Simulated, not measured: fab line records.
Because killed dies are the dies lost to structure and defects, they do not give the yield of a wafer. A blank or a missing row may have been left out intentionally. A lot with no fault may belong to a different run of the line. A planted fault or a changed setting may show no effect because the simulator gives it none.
Problem report in the 8D (eight disciplines) form, filled by code / flow nandHarc / the parts of the form that need people (team, actions taken, sign-off) are left out

1. THE ISSUE
oesProductAu at NHARC_A_CONTACT_ETCH_92 reads a mean of 0.77 a.u. on 1 wafer of 1 lot; wafers without a fault read 0.95 a.u. with a standard deviation of 0.035. That puts it -5.1 standard deviations away from the usual mean.
The step: etches the open film in CH3F/O2, target depth 40 nm, time 85.7 s.
First observed at day 18 19:17: wafer L779.4, on rieDiel-03. The record has a number at this step for 36 wafers belonging to 12 lots. By rule, "out" or "out of limits" means more than 4 standard deviations away from the usual mean. The other wafers with a number count as sound.

2. WHAT IT IS, AND WHAT IT ISN'T
question=which readings at this step | is=oesProductAu | is not=drypumpMotorCurrentA, rfVppV, showerheadPlenumPTorr, throttleValvePct
question=which lots | is=L779 | is not=L773, L776, L783, L786, L787, L788, L789, L790, L793, L794, L795
question=which wafers of those lots | is=L779.4 | is not=L779.2, L779.6
question=read on which tools | is=rieDiel-03 | is not=rieDiel-06, rieDiel-07
question=when | is=from day 18 19:17 | is not=up to then (8 sound wafers); but 27 sound wafers of L783, L786, L787, L788, L789, L790, L793, L794, L795 came after

3. THE SUSPECTS, EACH WITH WHAT RULES IT OUT
Counting: any tool at a process step up to the reading remains a suspect provided it ran every lot that is out. Sound lots after the first of them don't rule it out here, since some wafers of a struck lot are sound.
- rieDiel-03 at NHARC_A_CONTACT_ETCH_92 (etches the open film in CH3F/O2, target depth 40 nm, time 85.7 s): kept. It ran the lot that is out, L779 (day 18 19:17); its last sound lot up to then is L776 (day 18 05:51). On those wafers its own readings are out: oesProductAu.
- At NHARC_A_CONTACT_ETCH_92, inside rieDiel-03: chamber 0 took the wafers that are out, while their sound lot-mates went through chambers 2, 3.
After counting, what remains is rieDiel-03 at NHARC_A_CONTACT_ETCH_92.

4. THE CAUSE (what the simulator had put in)
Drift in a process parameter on rieDiel-03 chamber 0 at NHARC_A_CONTACT_ETCH_92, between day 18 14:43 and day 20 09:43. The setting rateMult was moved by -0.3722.
Only this tool survived the counting.

5. THE EFFECT CHAIN, in route order
Each row: a reading where the mean over the struck wafers with a number is more than 3 standard deviations away from the usual. Only readings for which the record gives a usual standard deviation are gone through. hours: the time from each lot's start at the first step in this table that gives one to its start at this step, as a median over the lots. sigmas: the change in usual standard deviations.
hours=0; step=NHARC_A_CONTACT_ETCH_92; reading=oesProductAu; usual=0.95 a.u.; on struck wafers=0.77; change=-0.18; sigmas=-5.1
Process steps it contains:
- NHARC_A_CONTACT_ETCH_92: etches the open film in CH3F/O2, target depth 40 nm, time 85.7 s.

6. WHAT WOULD HAVE CAUGHT IT SOONER
First out-of-limits reading in this record: day 18 19:17, which is 5 hours after fault onset at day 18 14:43.
